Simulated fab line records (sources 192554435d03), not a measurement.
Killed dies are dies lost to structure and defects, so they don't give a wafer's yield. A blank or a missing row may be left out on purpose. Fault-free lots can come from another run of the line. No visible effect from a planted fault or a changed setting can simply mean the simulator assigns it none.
A struck lot beside a sound one / flow n5 finfet / 32 out of 1938 route steps
Sound: the wafers L538.1, L538.3, L538.6. Struck: wafer L534.2 (left out: L534.4, a lot-mate that was not struck); the cause follows at the end.
For every step that has rows: the tool of each side, followed by ch and its chambers, followed by its first start. Under that, the readings that differ: sound wafers / struck wafers / difference of the means / sigmas: that difference in standard deviations of wafers without a fault.
alike: readings whose means differ by less than 2 such deviations, and words and numbers that are the same on both sides. not compared: withheld readings, readings that some wafer has no value for, bounds like >300 that may hide the same value, and numbers for which the record gives no deviation and whose values overlap.
The two part at a step that has a row with sigmas, a row that says differs or no value, or rows on one side only. Numbers that don't overlap but have no deviation are shown without sigmas and don't part them. A reading missing from all wafers of one side parts the sides only when that side holds two or more wafers.

first, 8 steps without rows for these wafers: N5_ILD0_LINER_00 (material SiNx, target thk 4 nm, pulse time 1 s, purge time 2 s); N5_ILD0_FCVD_FILL_01 (material SiO2 flowable, target thk 200 nm, time 328.3 s); N5_ILD0_CURE_02 (time 1800 s); N5_ILD0_CMP_03 (polishes, stops on SiNx, t overpolish 1.9 s, target thk 197.38 nm); N5_ILD0_CMP_07 (polishes SiO2 flowable, stops on poly-Si, t overpolish 1.18 s, target thk 138.88 nm); N5_ILD0_PRECLEAN_10 (cleans in NF3:NH3, afs cycles 5, time 20 s, sublimation time 60 s); N5_ILD0_ALD_15 (deposits SiNx, target thk 24 nm, pulse time 1 s, ald cycles 480); N5_ILD0_CMP_12 (polishes SiNx, stops on poly-Si, t overpolish 6 s, target thk 17.67 nm).
N5_SDB_HM_DEP_00: deposits SiNx from SiH4/NH3/N2, target thk 40 nm, time 35.3 s.
  sound on pecvd-03 ch 0,1, day 8 13:08; struck on pecvd-01 ch 1, day 7 13:17
reading=heater power w (W); sound=861 832 877; struck=587; difference=-270; sigmas=-3
reading=model.SiNx_of_SDB_HM_DEP_00.thk nm (nm); sound=39.4 40.4 40; struck=42; difference=+2; sigmas=
  alike: showerhead plenum p Torr, throttle valve pct
then, 13 steps without rows for these wafers: N5_SDB_COAT_03 (time 60 s, resist thk 100 nm); N5_SDB_COAT_04 (time 60 s, resist thk 18 nm); N5_SDB_COAT_05 (resist thk 90 nm); N5_SDB_EBR_07; N5_SDB_SOFTBAKE_06 (time 60 s); N5_SDB_EXPOSE_08 (exposes mask SDB); N5_SDB_PEB_09 (peb time 60 s); N5_SDB_DEVELOP_10 (develop time 30 s); N5_SDB_DESCUM_16 (chemistry O2, time 7.9 s); N5_SDB_ETCH_17 (etches SiARC in CF4, target depth 23.4 nm, time 39 s); N5_SDB_ETCH_18 (etches SOC in N2/H2, target depth 100 nm, overetch 20 nm, time 150 s); N5_SDB_STRIP_19 (strips in N2/H2); N5_SDB_STRIP_21 (strips in CF4).
N5_SDB_HM_OPEN_20: chemistry CH3F/O2, target SiNx, stops on poly-Si, target depth 24 nm.
  sound on rie diel-02 ch 0,1, day 8 14:19; struck on rie diel-05 ch 1, day 7 14:13
reading=model.etch.depth nm (nm); sound=23.42 24.31 23.98; struck=26.05; difference=+2.15; sigmas=
  alike: drypump motor current A, oes_ar_750_au, oes product au, rf vpp V, showerhead plenum p Torr, throttle valve pct
  not compared: rf hours counter h
then, 5 steps without rows for these wafers: N5_SDB_STRIP_22 (strips in N2/H2); N5_SDB_PRECLEAN_23 (cleans in dHF, time 30 s); N5_SDB_DUMMY_REMOVE_24 (chemistry TMAH, target poly-Si, stops on SiO2, target depth 142 nm, time 57 s, rinse time 30 s); N5_SDB_ETCH_25 (etches SiO2 in C4F6/O2, target depth 10 nm, time 3.3 s); N5_SDB_CUT_ETCH_26 (etches Si in HBr/Cl2/O2, target depth 129.6 nm, bt time 20 s, time 51.8 s).
N5_SDB_PRECLEAN_38: cleans in dHF, time 10 s.
  sound on wet bench-06 ch 0,3,6, day 8 15:17; struck on wet bench-04 ch 7, day 7 14:55
reading=model.SiNx_of_SDB_HM_DEP_00.thk nm (nm); sound=21 22.6 21.4; struck=23.6; difference=+1.9; sigmas=
then, 1 step without rows for these wafers: N5_SDB_PRECLEAN_39 (cleans in O3/DIW, time 45 s).
-- the record jumps here: 5 days lie between the struck wafers' starts before and after (it left off in module SDB and takes up again in module BEOL_M4, whose first step shown is number 1111 of the route) --
N5_BEOL_M4_RC_MEAS_101:
  sound on prober-01 ch 0, day 12 20:19; struck on prober-02 ch 0, day 12 14:17
  alike: DIBL_N, DIBL_P, IOFF_N, IOFF_P, ION_N, ION_P, SS_N, SS_P, VT_N, VT_P
-- record jumps: 5 days separate the struck wafers' starts on either side; left off in module BEOL_M4, taken up again in module PASSIVATION, whose first shown step is the route's number 1936 --
N5_PASSIVATION_PROBE_49:
  record: rows for the struck wafers here (prober-01, day 17 03:15), none for the sound ones

## WHERE THEY PART
Earliest at N5_SDB_HM_DEP_00; latest, in this record, at N5_PASSIVATION_PROBE_49.

WHY: what had been put in by the simulator
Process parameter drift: pecvd-01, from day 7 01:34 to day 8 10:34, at N5_SDB_HM_DEP_00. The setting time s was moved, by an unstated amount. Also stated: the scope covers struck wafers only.
